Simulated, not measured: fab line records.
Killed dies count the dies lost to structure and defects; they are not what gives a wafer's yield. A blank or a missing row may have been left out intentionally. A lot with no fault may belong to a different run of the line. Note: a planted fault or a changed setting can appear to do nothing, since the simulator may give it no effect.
Matching of chambers    flow n5_finfet    rie_diel-03 running N5_BEOL_M5_DESCUM_33: 4 sister chambers
The step chemistry O2, time 7 s. 14 wafers are shown with their chamber, then 7 later ones without.

EACH WAFER AND ITS CHAMBER
wafer   chamber  showerhead_plenum_p_Torr (Torr)  drypump_motor_current_A (A)  rf_vpp_V (V)
L075.3  3        2.19                             5.3                          243.6
L075.4  0        2.19                             5.7                          244.6
L075.6  2        2.01                             5.5                          241.7
L081.2  0        2.18                             5.7                          244.6
L081.5  2        2.00                             5.5                          240.1
L081.6  3        2.18                             5.2                          244.4
L083.3  2        2.00                             5.6                          242.4
L083.4  1        2.09                             5.8                          243.3
L083.5  2        2.00                             5.5                          241.6
L084.3  2        2.00                             5.5                          239.8
L084.4  3        2.18                             5.2                          243.1
L084.6  2        2.00                             5.5                          240.9
L090.2  2        2.00                             5.5                          241.2
L090.5  1        2.09                             5.7                          244.4

SIGNATURES (means of the wafers above)
reading                   chamber 0  chamber 1  chamber 2  chamber 3  scatter within a chamber
showerhead_plenum_p_Torr  2.1850     2.0900     2.0014     2.1833     0.0045
drypump_motor_current_A   5.700      5.750      5.514      5.233      0.045
rf_vpp_V                  244.600    243.850    241.100    243.700    0.807
Rule: for each reading, subtract the chamber's mean from the wafer's reading, divide by that reading's scatter and square the result; add these up over the readings and take the root, which gives the wafer's distance from the chamber. If the next closest chamber is less than 2 further off than the closest, the wafer can't be placed; otherwise it belongs to the closest. The scatter is the square root of a quotient: the sum, over the shown wafers, of each reading's squared deviation from its chamber's mean, divided by wafers minus chambers.

WAFERS WHOSE CHAMBER IS MISSING
wafer   showerhead_plenum_p_Torr (Torr)  drypump_motor_current_A (A)  rf_vpp_V (V)
L090.6  2.00                             5.5                          240.5
L091.1  2.09                             5.8                          242.7
L091.2  2.18                             5.7                          243.6
L091.6  2.17                             5.3                          244.2
L097.1  2.17                             5.2                          244.1
L097.3  2.17                             5.7                          244.0
L097.5  2.09                             5.7                          242.4

THE CHAMBER EACH PASSED THROUGH
wafer   from the rows above  in truth
L090.6  2                    2
L091.1  1                    1
L091.2  0                    0
L091.6  3                    3
L097.1  3                    3
L097.3  0                    0
L097.5  1                    1
Correctly placed: 7 of 7. From these rows, 0 cannot be placed. Number placed wrongly: 0.
